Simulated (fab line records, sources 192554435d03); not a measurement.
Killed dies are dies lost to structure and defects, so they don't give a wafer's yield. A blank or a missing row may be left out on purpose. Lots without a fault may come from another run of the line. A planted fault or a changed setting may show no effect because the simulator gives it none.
Chamber matching | flow n5_finfet | N5_BEOL_M5_ILD_DEP_00 on pecvd-03: 3 sister chambers
The step deposits SiCOH lowk from DEMS/porogen, target thk 140.64 nm, time 25.9 s. 3 wafers are shown with their chamber, then 8 later ones without.

WAFERS WITH THEIR CHAMBER
wafer  | chamber | throttle_valve_pct (%)
L083.1 | 2       | 13.5
L088.5 | 1       | 14.4
L089.2 | 0       | 14.1

WAFERS WITHOUT THEIR CHAMBER
wafer  | throttle_valve_pct (%)
L089.5 | 14.3
L089.6 | 14.1
L090.2 | 14.5
L090.3 | 14.5
L090.5 | 14.3
L094.2 | 14.6
L094.3 | 12.5
L094.5 | 12.4

WHICH CHAMBER EACH WENT THROUGH
wafer  | from the rows above          | in truth
L089.5 | can't be placed: 1 or 0 or 2 | 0
L089.6 | can't be placed: 0 or 1 or 2 | 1
L090.2 | can't be placed: 1 or 0 or 2 | 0
L090.3 | can't be placed: 1 or 0 or 2 | 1
L090.5 | can't be placed: 1 or 0 or 2 | 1
L094.2 | can't be placed: 1 or 0 or 2 | 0
L094.3 | can't be placed: 2 or 0 or 1 | 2
L094.5 | can't be placed: 2 or 0 or 1 | 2
Placed correctly: 0 of 8. Can't be placed from these rows: 8 (the true chamber is among the candidates in 8). Placed wrongly: 0.
How it was worked out, from the rows above alone: a wafer's distance from a chamber is the root of the sum, over the readings, of the square of ((its reading less the chamber's mean) divided by the reading's scatter). The wafer belongs to the nearest chamber; if the next one is less than 2 further off, it can't be placed. A chamber's mean is the mean of its shown wafers. The scatter: with one shown wafer a chamber, the root of the mean of the squares of how far each hidden wafer lies from its nearest shown one.
